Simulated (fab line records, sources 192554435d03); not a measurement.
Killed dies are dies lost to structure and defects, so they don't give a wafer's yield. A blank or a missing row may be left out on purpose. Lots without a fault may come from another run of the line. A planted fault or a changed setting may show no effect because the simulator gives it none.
Which tool did it? | flow n5_finfet | 9 lots, 27 wafers sampled, at 3 steps of a route of 1938

WHAT THE GAUGES READ, wafer by wafer
N5_BEOL_M9_INSPECT_30: inspects for defects (brightfield).
lot  | measured     | on                | raw_defect_count
L485 | day 12 05:52 | defect_inspect-01 | 428 369 390
L487 | day 12 10:41 | defect_inspect-01 | 393 423 342
L486 | day 12 17:54 | defect_inspect-02 | 578 670 454
L489 | day 12 20:49 | defect_inspect-01 | 464 361 441
L494 | day 13 21:52 | defect_inspect-02 | 346 292 355
L502 | day 16 08:16 | defect_inspect-01 | 475 333 389
L501 | day 16 18:17 | defect_inspect-01 | 328 336 389
L506 | day 17 13:36 | defect_inspect-02 | 374 698 403
L504 | day 18 06:05 | defect_inspect-02 | 443 639 478

WHICH TOOL RAN EACH LOT (tool, then ch and the chambers of the sampled wafers, then the start)
lot  | N5_BEOL_M9_DESCUM_16               | N5_BEOL_M9_STRIP_67
L485 | rie_diel-05 ch 0,2,3, day 12 04:43 | rie_diel-05 ch 0,2,3, day 12 04:56
L487 | rie_diel-02 ch 0,1,2, day 12 09:44 | rie_diel-02 ch 0,1,2, day 12 09:58
L486 | rie_diel-05 ch 0,2,3, day 12 16:57 | rie_diel-05 ch 1,3, day 12 17:11
L489 | rie_diel-02 ch 1,2,3, day 12 19:53 | rie_diel-02 ch 1,2,3, day 12 20:07
L494 | rie_diel-05 ch 0,1,2, day 13 20:55 | rie_diel-05 ch 0,1,2, day 13 21:08
L502 | rie_diel-05 ch 0,3, day 16 07:25   | rie_diel-05 ch 0,3, day 16 07:39
L501 | rie_diel-05 ch 0,1, day 16 14:34   | rie_diel-05 ch 0,1, day 16 14:48
L506 | rie_diel-05 ch 1,2,3, day 17 12:26 | rie_diel-05 ch 1,2,3, day 17 12:40
L504 | rie_diel-03 ch 0,3, day 18 05:13   | rie_diel-03 ch 0,3, day 18 05:26
- N5_BEOL_M9_DESCUM_16: chemistry O2, time 7.9 s.
- N5_BEOL_M9_STRIP_67: strips in CF4.

THE ANSWER, worked out from the rows above alone
Rule: what is usual is taken from the lots themselves. Put in order of their means at a reading, lots are off if they are a third of the lots or fewer, leave a main group of 4 or more, and stand apart from it by a gap of 3 or more times the standard deviation of the main group's means; of several such gaps the widest counts. A main group whose means are all the same, to the digits that the tables above print for the reading, isn't used. A lot without any number at a reading at which 4 lots or more have one is off too. The other lots that the step has rows for count as sound.
No lot is off at any reading shown: from this, nothing can be told.

WHAT THE SIMULATOR HAD PUT IN
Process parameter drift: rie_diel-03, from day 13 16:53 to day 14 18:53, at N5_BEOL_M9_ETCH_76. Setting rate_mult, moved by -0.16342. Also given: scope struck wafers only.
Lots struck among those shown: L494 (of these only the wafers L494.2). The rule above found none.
